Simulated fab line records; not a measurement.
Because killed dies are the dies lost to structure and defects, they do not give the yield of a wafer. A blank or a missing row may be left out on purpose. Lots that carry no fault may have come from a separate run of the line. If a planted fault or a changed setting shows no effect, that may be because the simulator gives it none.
The same fault as seen by 3 desks ; flow n5Finfet ; what lay behind the numbers comes last; until then each desk has only its own

AT THE METROLOGY DESK
Means of the sampled wafers that have a number, per lot and without regard to the tool the lot ran on: this is what the gauges read. The brackets show how far a lot's mean lies from the usual mean; more than 4 standard deviations puts the lot out of limits, marked OUT.
Columns: A = HK_THK at N5_HKMG_FIN_THK_MEAS_70, usual 1.593 nm; B = cdNm at N5_HKMG_FIN_CD_MEAS_12, usual 93.0 nm; C = NWFM_OVL at N5_HKMG_FIN_OVL_MEAS_13, usual -0.5 nm
lot;first seen here;A;B;C
L705;day 5 01:43;1.581;92.7;0.3
L711;day 6 12:49;1.579;93.4;1.1
L713;day 7 04:43;1.585;94.3;-0.3
L716;day 7 17:55;1.610;93.3;-0.8
L720;day 8 22:56;1.582;92.5;-0.8
L722;day 9 06:18;1.573;92.4;-0.7
This desk's verdict: no lot among the 6 shows anything out of limits.

AT THE TOOL OWNER'S DESK: lithoTrack-03
The tool's own readings at N5_HKMG_FIN_COAT_30 (time 60 s, resist thk 35 nm): means of the sampled wafers that have a number, for each lot that ran on this tool. The brackets show how far a lot's mean lies from the usual mean; more than 4 standard deviations puts the lot out of limits, marked OUT.
Columns: A = exhaustPa at N5_HKMG_FIN_COAT_30, usual 44.9 Pa; B = heaterPowerTotalW at N5_HKMG_FIN_COAT_30, usual 427.6 W; C = spinSpeedRpm at N5_HKMG_FIN_COAT_30, usual 1499.9 rpm
lot;first seen here;A;B;C
L711;day 6 13:20;44.5;426.0;1499.7
L713;day 7 05:14;44.9;428.0;1401.4 (-99) OUT
L716;day 7 18:26;45.4;428.2;1399.3 (-99 or more) OUT
This desk's finding: out of limits on L713, L716; first on L713, day 7 05:14 (spinSpeedRpm at N5_HKMG_FIN_COAT_30). Within limits: L711.

THE DEFECT DESK
Per lot, the means of the sampled wafers with a number show what the inspections along the route counted. The brackets show how far a lot's mean lies from the usual mean; more than 4 standard deviations puts the lot out of limits, marked OUT.
Columns: A = rawDefectCount at N5_HKMG_FIN_INSPECT_14, usual 2.0
lot;first seen here;A
L705;day 5 02:38;3.3
L711;day 6 13:45;2.3
L713;day 7 05:39;2.0
L716;day 7 18:51;1.3
L720;day 8 23:52;1.3
L722;day 9 07:14;2.3
This desk's verdict: no lot among the 6 shows anything out of limits.

TAKEN TOGETHER
At day 7 05:14, on L713, L716, the tool owner's desk was in a position to raise an alarm.
At the metrology desk, nothing out of limits was observed.
Nothing the defect desk looked at was out of limits.
The metrology desk has L713, L716 on record, within its limits.
The defect desk has L713, L716 on record, within its limits.
On lithoTrack-03, each named lot ran N5_HKMG_FIN_COAT_30.

WHAT THE SIMULATOR PUT IN
Process parameters drifting: lithoTrack-03 at N5_HKMG_FIN_COAT_30, beginning at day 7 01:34. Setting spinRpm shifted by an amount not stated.
Shown lots that were struck: L713, L716.
Hours from the fault's start to each desk's first reading out of limits: the tool owner's desk, 4.
